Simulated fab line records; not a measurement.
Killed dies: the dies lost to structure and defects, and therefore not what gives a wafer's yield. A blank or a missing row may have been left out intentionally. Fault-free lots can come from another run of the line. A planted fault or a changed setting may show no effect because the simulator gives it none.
fab line records -- flow nand-harc
record lots=7, wafers=19, last-day=32
route steps=1302 shown A_WL_FILL@965
lots untouched by any fault: they come from a run of this same line in which no faults occurred
start-h: start of the lot's first displayed wafer, in hours after the record's first day -- wait-h: hours since the lot's step before -- " as in the row above -- L1.1+2: several wafers, shown together as one row -- - no value, or no start given -- * or withheld: withheld -- < > ~ a bound
route shown NAME@n: names a module that has steps shown in the file, with the first one's number in the route -- usual: mean and standard deviation over wafers with no fault -- same: alike in all rows -- chamber/n: place in a boat -- sites: each site's reading -- _std_site: how widely they spread, as a standard deviation -- _edge_site: inner sites' mean taken away from outer sites' mean -- radius-mm: how far each site lies from the wafer's centre -- mask NAME#n: copy n -- behind: the most recent tool/chamber to have shaped the wafer -- hold: cause of the lot's hold/its duration in hours/its outcome -- device: transistor that didn't switch, given as n, p or np -- end of line: the same wafers' tests at the end of the route -- step lacking rows: just its recipe -- killed: dies that structure and defects cost at the first sort, which is not the same as the wafer's yield -- map: the dies of a wafer, with x for killed, . for not killed, _ for no die there
set.NAME: the setting as run; set.NAME@STEP: as run at that earlier step -- model.NAME: the simulator's own value behind a step, which no gauge read
lots at selected steps of the route; one table per step, one row per wafer
services: from which hour (start-h, from the record's first day; less than 0 if before it) a tool's chamber was out of use, for how many hours, and why
## steps
# step NHARC_A_WL_FILL_ALD_10
# recipe target-thk-a=500, pulse-time-s=10, ald-cycles=500, temp-c=300, material=SiO2
# usual heater-power-w=470/36, precursor-pulse-height-rel=1.000/0.021
# same ald-cycles=500
lot.wafer,tool,chamber,start-h,wait-h,heater-power-w,precursor-pulse-height-rel
L103.2,ald-hk-02,2,501.30,0.6,471,0.986
L103.4,ald-hk-02,0,502.34,1.6,479,0.990
L103.6,ald-hk-02,2,503.37,2.6,471,1.018
L104.2,ald-hk-02,1,509.55,0.1,452,0.976
L104.3,ald-hk-02,2,509.55,0.1,480,0.990
L104.6,ald-hk-02,1,511.60,2.1,448,0.990
L107.2,ald-hk-02,3,551.84,0.1,461,0.951
L107.6,ald-hk-02,3,553.91,2.1,457,1.040
L110.2,ald-hk-02,0,580.91,0.6,472,0.979
L110.4,ald-hk-02,1,580.91,0.6,491,0.989
L110.1,ald-hk-02,2,580.91,0.6,489,0.985
L111.2,ald-hk-03,3,594.42,1.1,521,1.006
L111.4,ald-hk-03,0,594.42,1.1,458,0.971
L116.3,ald-hk-04,2,641.56,0.1,542,1.015
L116.4,ald-hk-04,1,643.11,1.6,452,0.984
L116.5,ald-hk-04,3,644.14,2.6,465,1.008
L118.4,ald-hk-03,3,666.68,0.6,531,1.014
L118.3,ald-hk-03,1,667.73,1.6,420,1.000
L118.5,ald-hk-03,2,667.73,1.6,417,0.997
# step NHARC_A_WL_FILL_ETCHBACK_16
# recipe target-depth-a=1200, time-s=24, c4f8-flow-sccm=withheld, o2-flow-sccm=8, ar-flow-sccm=withheld, rf-w=600, bias-w=800, chemistry=C4F8/O2/Ar
# usual oes-product-au=0.98/0.032, rf-vpp-V=724/4.3
lot.wafer,tool,chamber,start-h,wait-h,oes-product-au,rf-hours-counter-h,rf-vpp-V
L103.2,rie-diel-02,3,-,-,0.99,4.8,727
L103.4,rie-diel-02,2,-,-,0.99,4.7,718
L103.6,rie-diel-02,0,-,-,0.95,-,728
L104.3,rie-diel-11,0,-,-,1.00,3.0,729
L104.2,rie-diel-11,2,-,-,1.01,2.5,727
L104.6,rie-diel-11,3,-,-,0.99,-,726
L107.2,rie-diel-11,0,-,-,0.98,4.2,730
L107.6,rie-diel-11,2,-,-,1.01,-,727
L110.1,rie-diel-09,3,-,-,0.92,2.3,728
L110.2,rie-diel-09,0,-,-,0.92,2.2,721
L110.4,rie-diel-09,1,-,-,0.91,1.7,726
L111.2,rie-diel-09,0,-,-,0.99,2.5,720
L111.4,rie-diel-09,2,-,-,0.97,2.4,718
L116.3,rie-diel-11,0,-,-,0.97,0.6,729
L116.4,rie-diel-11,2,-,-,1.00,0.8,727
L116.5,rie-diel-11,0,-,-,0.97,-,730
L118.4,rie-diel-11,3,-,-,0.97,1.5,725
L118.3,rie-diel-11,0,-,-,1.00,1.2,729
L118.5,rie-diel-11,1,-,-,0.98,-,723
# step NHARC_A_WL_FILL_STRIP_29
# recipe time-s=20, o2-flow-sccm=500, ar-flow-sccm=0, bias-w=0, chemistry=O2
# step NHARC_A_WL_FILL_ETCHBACK_17
# recipe target-depth-a=40, time-s=26.7, chemistry=Cl2/BCl3
# usual drypump-motor-current-A=6.0/0.35, oes-product-au=1.003/0.014
lot.wafer,tool,chamber,start-h,wait-h,drypump-motor-current-A,oes-product-au,rf-hours-counter-h
L103.2,rie-metal-01,0,505.65,-,6.1,1.016,1.9
L103.4,rie-metal-01,0,505.65,-,6.1,1.022,-
L103.6,rie-metal-01,0,505.65,-,6.1,1.010,-
L104.2,rie-metal-03,1,514.37,-,5.3,0.986,3.0
L104.3,rie-metal-03,0,514.37,-,5.9,1.007,-
L104.6,rie-metal-03,0,514.37,-,6.0,1.002,-
L107.2,rie-metal-02,0,556.70,-,6.2,1.007,1.3
L107.6,rie-metal-02,1,556.70,-,6.4,1.007,-
L110.2,rie-metal-01,0,585.24,-,6.1,1.023,0
L110.1,rie-metal-01,1,585.24,-,5.7,0.990,0
L110.4,rie-metal-01,0,585.24,-,6.1,1.024,-
L111.2,rie-metal-03,1,598.19,-,5.3,1.012,1.6
L111.4,rie-metal-03,0,598.19,-,5.9,1.004,-
L116.4,rie-metal-01,1,646.44,-,5.8,0.980,-
L116.3,rie-metal-01,0,646.44,-,6.1,1.024,-
L116.5,rie-metal-01,1,646.44,-,5.7,0.992,-
L118.3,rie-metal-01,0,671.08,-,6.1,1.013,-
L118.4,rie-metal-01,1,671.08,-,5.8,0.971,-
L118.5,rie-metal-01,1,671.08,-,5.7,0.974,-
# step NHARC_A_WL_FILL_PRECLEAN_18
# recipe time-s=30, chemistry=dHF
# step NHARC_A_WL_FILL_SRD_21
# step NHARC_A_WL_FILL_CVD_23
# recipe target-thk-a=400, temp-c=620, pressure-mtorr=200, time-s=800, material=poly-Si
# step NHARC_A_WL_FILL_ETCHBACK_26
# recipe target-depth-a=520, time-s=13.3, hbr-flow-sccm=150, rf-w=350, icp-w=350, bias-w=60, chemistry=HBr
# usual drypump-motor-current-A=6.0/0.42, hbr-flow-sccm=150.0/0.42, oes-product-au=0.995/0.015, throttle-valve-pct=23.266/0.0091
lot.wafer,tool,chamber,start-h,wait-h,drypump-motor-current-A,hbr-flow-sccm,oes-product-au,rf-hours-counter-h,throttle-valve-pct
L103.2,rie-si-04,3,511.07,0.4,6.6,150.2,1.000,1.0,23.282
L103.6,rie-si-04,3,511.07,0.4,6.6,150.4,1.005,-,23.268
L103.4,rie-si-04,0,511.07,0.4,6.3,151.0,0.996,-,23.259
L104.2,rie-si-06,2,519.64,0.4,5.9,150.6,1.017,0.5,23.276
L104.3,rie-si-06,3,519.64,0.4,5.8,149.8,1.018,0.5,23.274
L104.6,rie-si-06,2,519.64,0.4,5.9,150.3,1.022,-,23.269
L107.2,rie-si-04,1,561.88,0.4,6.3,149.5,0.996,0.3,23.281
L107.6,rie-si-04,2,561.88,0.4,5.3,150.0,1.000,-,23.273
L110.1,rie-si-04,1,590.46,0.4,6.3,149.5,0.995,0.5,23.264
L110.2,rie-si-04,3,590.46,0.4,6.6,149.5,0.976,0.4,23.266
L110.4,rie-si-04,0,590.46,0.4,6.3,150.4,1.024,0.3,23.266
L111.2,rie-si-04,1,603.32,0.4,6.3,149.9,0.989,0.6,23.274
L111.4,rie-si-04,0,603.32,0.4,6.3,149.7,1.018,0.4,23.266
L116.3,rie-si-02,3,651.49,0.4,6.4,149.8,0.989,0.0,23.268
L116.4,rie-si-02,0,651.49,0.4,5.5,149.1,0.986,-,23.272
L116.5,rie-si-02,2,651.49,0.4,5.7,149.8,1.006,-,23.274
L118.3,rie-si-04,0,676.13,0.4,6.3,150.4,1.016,0.8,23.270
L118.4,rie-si-04,3,676.13,0.4,6.6,150.8,0.945,0.8,23.270
L118.5,rie-si-04,1,676.13,0.4,6.2,150.2,0.975,-,23.255
# step NHARC_A_WL_FILL_PRECLEAN_30
# recipe time-s=10, chemistry=dHF
# step NHARC_A_WL_FILL_SRD_14
# step NHARC_A_WL_FILL_ALD_19
# recipe target-thk-a=20, pulse-time-s=3, ald-cycles=100, temp-c=450, material=TiN
# usual heater-power-w=1083/52, precursor-pulse-height-rel=1.003/0.021
# same ald-cycles=100
lot.wafer,tool,chamber,start-h,wait-h,heater-power-w,precursor-pulse-height-rel
L103.2,ald-metal-03,2,511.38,0.1,1088,0.959
L103.6,ald-metal-03,1,511.38,0.1,1094,0.993
L103.4,ald-metal-03,0,511.38,0.1,1167,1.010
L104.2,ald-metal-01,3,519.91,0.1,1084,1.013
L104.3,ald-metal-01,1,519.91,0.1,1068,0.988
L104.6,ald-metal-01,3,519.91,0.1,1087,0.989
L107.2,ald-metal-01,1,562.14,0.1,1110,1.036
L107.6,ald-metal-01,1,562.14,0.1,1108,0.997
L110.2,ald-metal-03,1,590.72,0.1,1130,0.972
L110.4,ald-metal-03,2,590.72,0.1,1008,0.991
L110.1,ald-metal-03,3,590.72,0.1,1092,1.006
L111.2,ald-metal-01,2,603.59,0.1,1071,1.041
L111.4,ald-metal-01,3,603.59,0.1,1053,1.045
L116.4,ald-metal-01,3,651.83,0.1,1077,0.995
L116.3,ald-metal-01,0,651.83,0.1,1143,0.979
L116.5,ald-metal-01,1,651.83,0.1,1107,0.967
L118.4,ald-metal-01,1,676.40,0.1,1080,0.991
L118.3,ald-metal-01,2,676.40,0.1,1073,0.996
L118.5,ald-metal-01,1,676.40,0.1,1104,0.979
# step NHARC_A_WL_FILL_CVD_20
# recipe target-thk-a=1000, temp-c=400, pressure-torr=40, wf6-flow-sccm=40, h2-flow-sccm=1600, ar-flow-sccm=1560, time-s=74, material=W
# usual heater-power-w=839/120, mfc-h2-sccm=1600/4.4, mfc-wf6-sccm=40.02/0.12, throttle-valve-pct=8.2/0.31
lot.wafer,tool,chamber,start-h,wait-h,heater-power-w,mfc-h2-sccm,mfc-wf6-sccm,throttle-valve-pct
L103.2,cvd-w-01,1,511.61,-,692,1607,40.11,7.8
L103.4,cvd-w-01,1,511.61,-,690,1598,40.24,7.6
L103.6,cvd-w-01,1,511.61,-,698,1598,40.03,7.8
L104.2,cvd-w-01,0,520.13,-,827,1593,39.81,8.2
L104.3,cvd-w-01,0,520.13,-,824,1604,39.98,8.4
L104.6,cvd-w-01,0,520.13,-,823,1595,39.84,8.1
L107.2,cvd-w-01,0,562.37,-,833,1592,40.06,8.1
L107.6,cvd-w-01,1,562.37,-,733,1595,39.94,7.8
L110.2,cvd-w-01,1,590.92,-,725,1605,39.95,7.7
L110.1,cvd-w-01,0,590.92,-,826,1597,39.95,8.6
L110.4,cvd-w-01,1,590.92,-,728,1602,39.96,7.6
L111.2,cvd-w-01,1,603.81,-,727,1601,40.11,7.5
L111.4,cvd-w-01,0,603.81,-,859,1601,40.06,8.3
L116.4,cvd-w-02,1,652.04,-,819,1603,40.16,8.5
L116.3,cvd-w-02,0,652.04,-,1050,1599,39.73,8.3
L116.5,cvd-w-02,0,652.04,-,1027,1599,39.89,8.1
L118.4,cvd-w-02,1,676.65,-,813,1599,40.03,8.2
L118.3,cvd-w-02,0,676.65,-,1036,1601,40.25,8.3
L118.5,cvd-w-02,0,676.65,-,1029,1603,40.07,8.6
# step NHARC_A_WL_FILL_CMP_12
# recipe t-overpolish-s=30, target-thk-nm=100
# usual motor-current-A=12.5/1.2, overpolish-run-s=30.000/0.0091, retaining-ring-pressure-frac=0.999/0.005, slurry-filter-dp-kPa=13.52/0.14, time-to-endpoint-s=21/3.2
lot.wafer,tool,chamber,start-h,wait-h,motor-current-A,overpolish-run-s,retaining-ring-pressure-frac,slurry-filter-dp-kPa,time-to-endpoint-s
L103.2,cmp-04,3,511.81,0.2,14.2,29.995,0.993,13.28,21
L103.4,cmp-04,0,511.81,0.2,15.1,29.988,0.994,13.66,22
L103.6,cmp-04,3,511.81,0.2,13.8,30.000,1.006,13.55,20
L104.2,cmp-02,3,520.34,0.2,13.3,29.993,0.998,13.24,16
L104.3,cmp-02,0,520.34,0.2,11.6,29.978,1.004,13.54,19
L104.6,cmp-02,1,520.34,0.2,12.3,30.000,0.989,13.41,23
L107.2,cmp-04,0,562.55,0.2,15.8,30.014,1.010,13.43,36
L107.6,cmp-04,3,562.55,0.2,13.9,29.997,0.992,13.50,23
L110.4,cmp-01,1,591.13,0.1,12.8,29.994,0.999,13.57,21
L110.2,cmp-01,2,591.13,0.1,10.9,30.013,1.005,13.53,17
L110.1,cmp-01,3,591.13,0.1,11.4,30.014,1.002,13.50,33
L111.2,cmp-02,0,604.00,0.2,10.7,30.011,1.001,13.58,18
L111.4,cmp-02,1,604.00,0.2,12.7,29.990,0.995,13.67,32
L116.4,cmp-01,1,652.22,0.2,12.9,30.000,1.000,13.64,23
L116.3,cmp-01,3,652.22,0.2,11.6,29.988,0.995,13.49,28
L116.5,cmp-01,1,652.22,0.2,13.3,30.002,1.005,13.51,26
L118.4,cmp-04,1,676.78,0.1,13.6,30.007,1.007,13.76,22
L118.3,cmp-04,3,676.78,0.1,13.3,29.984,0.998,13.58,22
L118.5,cmp-04,1,676.78,0.1,13.5,29.999,1.005,13.43,19
## services
tool,chamber,start-h,hours,kind
cmp-01,-,480.34,4.0,pm
cmp-04,-,487.46,0.9,repair
ald-metal-03,3,501.77,25.4,repair
rie-si-04,2,502.45,23.9,repair
cmp-04,-,503.00,4.0,pm
rie-si-04,-,519.00,9.0,pm
ald-metal-01,-,526.00,10.0,pm
ald-hk-02,-,527.53,10.0,pm
rie-diel-11,2,528.69,8.4,repair
rie-si-04,0,545.06,3.9,repair
cvd-w-01,-,547.30,13.0,pm
rie-diel-11,1,556.99,2.8,repair
cmp-04,-,568.43,4.3,repair
rie-metal-01,-,575.00,9.0,pm
cmp-04,-,600.45,2.0,repair
cmp-04,-,602.49,4.0,pm
rie-diel-11,3,605.89,5.4,repair
rie-diel-11,-,609.50,9.0,pm
rie-si-04,3,612.63,6.3,repair
cmp-04,-,619.45,3.6,repair
ald-metal-01,0,645.75,2.5,repair
cvd-w-01,-,656.52,0.7,repair
cmp-04,-,668.32,0.8,repair
rie-metal-01,0,668.51,2.2,repair
## key
first-sign step=NHARC_A_WL_FILL_CMP_12, reading=time-to-endpoint-s, direction=up, sigmas=4.1, usual=*, struck=*
effect none on later readings
met-at NHARC_A_WL_FILL_CVD_20
struck-wafers L107.2,L110.1,L111.4
sort-left-out L107.2
tester-left-out L107,L110,L111
onset-between 520.13 562.37
fault kind=process-parameter-drift, tool=cvd-w-01, chamber=0, onset-h=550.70, steps=NHARC_A_WL_FILL_CVD_20, channel=target-thk-a, offset=*, shape=step, acts-in=*, stated=*
# tester-left-out: of these lots the tester's yield and bins aren't shown, on N5 and GAA mostly nor the transistor test; their killed dies are dies lost to structure and defects alone, not to doping, threshold or leakage, so they don't give the yield
# sort-left-out: the simulated sort isn't trusted on such a fault, so these wafers' sort isn't shown, and their yield isn't known
